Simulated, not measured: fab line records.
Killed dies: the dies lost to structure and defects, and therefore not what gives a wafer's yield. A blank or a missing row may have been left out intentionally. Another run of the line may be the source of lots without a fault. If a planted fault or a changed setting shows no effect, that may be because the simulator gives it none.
Chamber matching    flow nand_harc    NHARC_P_CONTACT_ALD_22 on ald_metal-04: 4 sister chambers
The step deposits TiN, target thk 3 nm, pulse time 1 s, ald cycles 150. 4 wafers are shown with their chamber, then 12 later ones without.

## EACH WAFER AND ITS CHAMBER
wafer   chamber  heater_power_w (W)
L086.1  1        966
L086.2  2        1193
L086.5  0        1056
L086.6  3        1217

## WAFERS WHOSE CHAMBER IS MISSING
wafer   heater_power_w (W)
L090.1  1202
L090.3  983
L090.4  1188
L093.2  986
L093.4  1169
L093.5  1152
L096.3  935
L096.4  1204
L096.6  1192
L097.3  1030
L097.5  1071
L097.6  1218

## WHICH CHAMBER EACH ONE RAN IN
wafer   from the rows above      in truth
L090.1  can't be placed: 2 or 3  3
L090.3  1                        1
L090.4  can't be placed: 2 or 3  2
L093.2  1                        1
L093.4  can't be placed: 2 or 3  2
L093.5  can't be placed: 2 or 3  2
L096.3  1                        1
L096.4  can't be placed: 2 or 3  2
L096.6  can't be placed: 2 or 3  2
L097.3  can't be placed: 0 or 1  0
L097.5  0                        0
L097.6  can't be placed: 3 or 2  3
Placed correctly: 4 of 12. From these rows, 8 cannot be placed; in 8 the true chamber is one of the candidates. Wrongly placed: 0.
How it was worked out, from the rows above alone: a wafer's distance from a chamber is the root of the sum, over the readings, of the square of ((its reading less the chamber's mean) divided by the reading's scatter). If the next closest chamber is less than 2 further off than the closest, the wafer can't be placed; otherwise it belongs to the closest. For every chamber, the mean is computed from those of its wafers that are shown. The scatter: root of mean squared gap, hidden wafer to nearest shown wafer, with one shown wafer a chamber.
